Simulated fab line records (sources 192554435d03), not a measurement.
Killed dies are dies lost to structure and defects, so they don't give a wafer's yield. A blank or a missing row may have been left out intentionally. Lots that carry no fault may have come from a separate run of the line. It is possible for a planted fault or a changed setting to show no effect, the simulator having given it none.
Struck lot and sound lot, side by side    flow n5-finfet    19 steps out of a route of 1938
Sound: wafers L478.2, L478.3, L478.5. Wafers struck: L490.1, L490.5, L490.6. The cause is given at the end.
For every step that has rows: the tool of each side, followed by ch and its chambers, followed by its first start. Under that, the readings that differ: sound wafers    struck wafers    difference of the means    sigmas: that difference in standard deviations of wafers without a fault.
alike: words and numbers the same on both sides, and readings whose means are apart by under 2 such deviations; not compared: readings that were withheld, readings missing a value for some wafer, numbers with overlapping values and no deviation given by the record, and bounds like >300 which may hide the same value.
Wherever a step has rows on one side only, a row that says differs or no value, or a row with sigmas, the two part there. Non-overlapping numbers with no deviation appear without sigmas and do not part them. Lack of a reading on every wafer of one side parts them only where that side has two or more wafers.

first, 1 step without rows for these wafers: N5_PASSIVATION_PECVD_00 (deposits SiO2 from SiH4/N2O, target thk 200 nm, time 11.2 s).
N5_MIM_BOT_DEGAS_01: time 60 s.
  sound on pvd-sputter-02, day 12 15:47; struck on pvd-sputter-02, day 16 02:08
  alike: heater-power-w
N5_MIM_BOT_SPUTTER_00: material TiN, target thk 35 nm, time 89.7 s.
  sound on pvd-sputter-02, day 12 15:49; struck on pvd-sputter-02, day 16 02:11
  alike: substrate-temp-c, throttle-valve-pct
N5_MIM_TOP_ALD_00: deposits Al2O3, purge time 3 s, co reactant pulse time 3 s.
  sound on ald-hk-03 ch 0,1,3, day 12 15:56; struck on ald-hk-01 ch 0,3, day 16 02:17
  alike: precursor-pulse-height-rel
then, 1 step without rows for these wafers: N5_MIM_TOP_ALD_01 (deposits HfO2, target thk 5.6 nm, pulse time 1 s, purge time 3 s).
N5_MIM_TOP_ALD_02: deposits Al2O3, purge time 3 s, co reactant pulse time 3 s.
  sound on ald-hk-03 ch 0,1,3; struck on ald-hk-01 ch 0,3
  alike: precursor-pulse-height-rel
then, 1 step without rows for these wafers: N5_MIM_TOP_DEGAS_04 (time 60 s).
N5_MIM_TOP_SPUTTER_03: material TiN, target thk 35 nm, time 89.7 s.
  sound on pvd-sputter-03, day 12 16:32; struck on pvd-sputter-03, day 16 03:25
  alike: substrate-temp-c, throttle-valve-pct
then, 4 steps without rows for these wafers: N5_MIM_TOP_LITHO_HMDS_01 (time 60 s); N5_MIM_TOP_LITHO_COAT_02; N5_MIM_TOP_LITHO_EBR_04; N5_MIM_TOP_LITHO_SOFTBAKE_03 (time 90 s).
N5_MIM_TOP_LITHO_EXPOSE_05: exposes mask MIM TOP, target cd 2000 nm.
  sound on krf-scanner-02 ch 0, day 12 16:45; struck on krf-scanner-01 ch 0, day 16 03:38
reading               sound                 struck                difference  sigmas
exposure-dose-mJ-cm2  20.467 20.473 20.489  20.887 20.906 20.925  +0.430      +23
  alike: mask
then, 3 steps without rows for these wafers: N5_MIM_TOP_LITHO_PEB_06; N5_MIM_TOP_LITHO_DEVELOP_07 (develop time 60 s); N5_MIM_TOP_LITHO_HARDBAKE_09 (time 120 s).
N5_MIM_TOP_LITHO_CD_MEAS_08: target cd 2000 nm.
  sound on cd-sem-03 ch 0, day 12 16:55; struck on cd-sem-03 ch 0, day 16 03:49
reading     sound                 struck                difference  sigmas
cd-nm (nm)  2000.7 1999.7 2000.2  1991.1 1995.2 1994.1  -6.7        -4
N5_MIM_TOP_LITHO_OVL_MEAS_11:
  sound on overlay-02 ch 0, day 12 16:57; struck on overlay-01 ch 0, day 16 03:50
  alike: MIM_TOP_OVL
N5_PASSIVATION_PROBE_49:
  sound on prober-01, day 13 02:47; struck on prober-01, day 16 13:55
  alike: defect-limited-yield, killed_at_M0_to_M3, killed_at_M4_up, killed-at-contacts, killed-at-front-end, killed-at-other, killed-dies, killed-open, killed-short, sort_bin_4_leakage, sort_bin_5_function, sort_bin_6_memory, sort_bin_8_speed, sort-n-pass, sort-yield-pct

== WHERE THEY PART ==
First at N5_MIM_TOP_LITHO_EXPOSE_05; last, within this record, at N5_MIM_TOP_LITHO_CD_MEAS_08. Later steps at which nothing parts them and some readings are alike: N5_MIM_TOP_LITHO_OVL_MEAS_11, N5_PASSIVATION_PROBE_49.

WHY: what had been put in by the simulator
Drift in process parameters on krf-scanner-01 at N5_MIM_TOP_LITHO_EXPOSE_05, starting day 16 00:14. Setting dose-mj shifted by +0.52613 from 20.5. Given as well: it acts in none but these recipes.
